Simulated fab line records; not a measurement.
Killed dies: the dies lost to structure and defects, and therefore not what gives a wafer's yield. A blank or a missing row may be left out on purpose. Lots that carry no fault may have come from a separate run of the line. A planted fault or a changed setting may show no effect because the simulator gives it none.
Split-lot trial + flow n5Finfet + 21 wafers read across 7 lots, on a route 1938 steps long

== SPLIT DETAILS ==
At N5_BEOL_M12_CMP_49 (polishes, stops on SiOC, t overpolish 20.6 s, target thk 320 nm), the setting downForcePsi was moved away from the recipe's 1 psi on 5 of the 21 wafers read, by -18.3% to +15.3%. This setting was run at the recipe's value on the other wafers.

The split's own step is where the reading is taken.

== THE READING ==
barrierFieldEndpointS, in s, at N5_BEOL_M12_CMP_49 (polishes, stops on SiOC, t overpolish 20.6 s, target thk 320 nm). On this fab line, fault-free wafers typically give 30.3 s with a standard deviation of 1 s.

| wafer  | tool, chamber at the split | downForcePsi as run, psi | against the recipe | barrierFieldEndpointS, s | against lot-mates on the recipe |
|--------|----------------------------|--------------------------|--------------------|--------------------------|---------------------------------|
| L077.1 | cmp-01, 0                  | 0.8294                   | -17.1%             | 34.4                     | +2.6                            |
| L077.5 | cmp-01, 3                  | 1                        | recipe             | 31.8                     | -                               |
| L077.6 | cmp-01, 0                  | 0.8294                   | -17.1%             | 35.3                     | +3.5                            |
| L074.1 | cmp-02, 0                  | 1                        | recipe             | 30.2                     | -                               |
| L074.3 | cmp-02, 1                  | 1.153                    | +15.3%             | 25.3                     | -4.1                            |
| L074.4 | cmp-02, 2                  | 1                        | recipe             | 28.7                     | -                               |
| L079.3 | cmp-02, 1                  | 0.8171                   | -18.3%             | 37.0                     | +8.0                            |
| L079.4 | cmp-02, 2                  | 1                        | recipe             | 29.0                     | -                               |
| L079.5 | cmp-02, 3                  | 0.8171                   | -18.3%             | 36.4                     | +7.4                            |
| L083.2 | cmp-03, 1                  | 1                        | recipe             | 30.4                     | -                               |
| L083.4 | cmp-03, 3                  | 1                        | recipe             | 30.8                     | -                               |
| L083.1 | cmp-03, 0                  | 1                        | recipe             | 29.0                     | -                               |
| L091.2 | cmp-03, 0                  | 1                        | recipe             | 29.7                     | -                               |
| L091.6 | cmp-03, 0                  | 1                        | recipe             | 29.8                     | -                               |
| L091.5 | cmp-03, 1                  | 1                        | recipe             | 29.6                     | -                               |
| L092.4 | cmp-01, 3                  | 1                        | recipe             | 31.8                     | -                               |
| L092.3 | cmp-01, 0                  | 1                        | recipe             | 29.5                     | -                               |
| L092.2 | cmp-01, 2                  | 1                        | recipe             | 30.4                     | -                               |
| L094.1 | cmp-02, 2                  | 1                        | recipe             | 28.5                     | -                               |
| L094.3 | cmp-02, 0                  | 1                        | recipe             | 30.2                     | -                               |
| L094.6 | cmp-02, 1                  | 1                        | recipe             | 28.9                     | -                               |

FIT RESULTS
A straight line over all 21 wafers: barrierFieldEndpointS changes by -0.327 s for each +1% of downForcePsi; r = -0.94; the points scatter about the line by 0.97 s.
The same after taking each lot's own level away (the mean of its wafers on the recipe; 21 wafers): -0.301 s for each +1%; r = -0.91; scatter 1.2 s.
On that fit, the largest move of downForcePsi shifts the reading by 5.5 s.
The span of the lots' own levels, 29.00 to 31.80 s, comes to 2.8 times the standard deviation stated above.
So the lot-to-lot level changes the slope little: the two slopes agree.
Check: +4.81 s against its lot-mates is what the line predicts for one of the wafers moved furthest among these (-18.3%) when that wafer is left out of the fit. Against them it came out at +8 s.
Tool readings at the split's step, against how far the setting was moved: barrierFieldEndpointS r = -0.94.

== THESE WAFERS: OTHER SPLITS ==
These wafers also went through other splits before the reading. Each is held against what the fit with the lots' levels taken away leaves over:
| other split on the same wafers | wafers away from the commonest value | r with barrierFieldEndpointS (lot level and that fit taken away) |
|--------------------------------|--------------------------------------|------------------------------------------------------------------|
| N5_BEOL_M8_ETCH_65 sourceW     | 9                                    | +0.18                                                            |
| N5_BEOL_M9_PECVD_70 timeS      | 5                                    | +0.11                                                            |
| N5_BEOL_M10_COAT_63 spinRpm    | 10                                   | -0.32                                                            |
| N5_BEOL_M10_COAT_64 spinRpm    | 11                                   | -0.10                                                            |
| N5_BEOL_M11_COAT_05 spinRpm    | 5                                    | -0.15                                                            |
| N5_BEOL_M12_COAT_04 spinRpm    | 9                                    | +0.46                                                            |
| N5_BEOL_M12_PEB_08 pebTimeS    | 10                                   | -0.08                                                            |

== THE FILE'S OWN FIT ==
barrierFieldEndpointS changes by -0.297 s for each +1% of downForcePsi, r = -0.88.
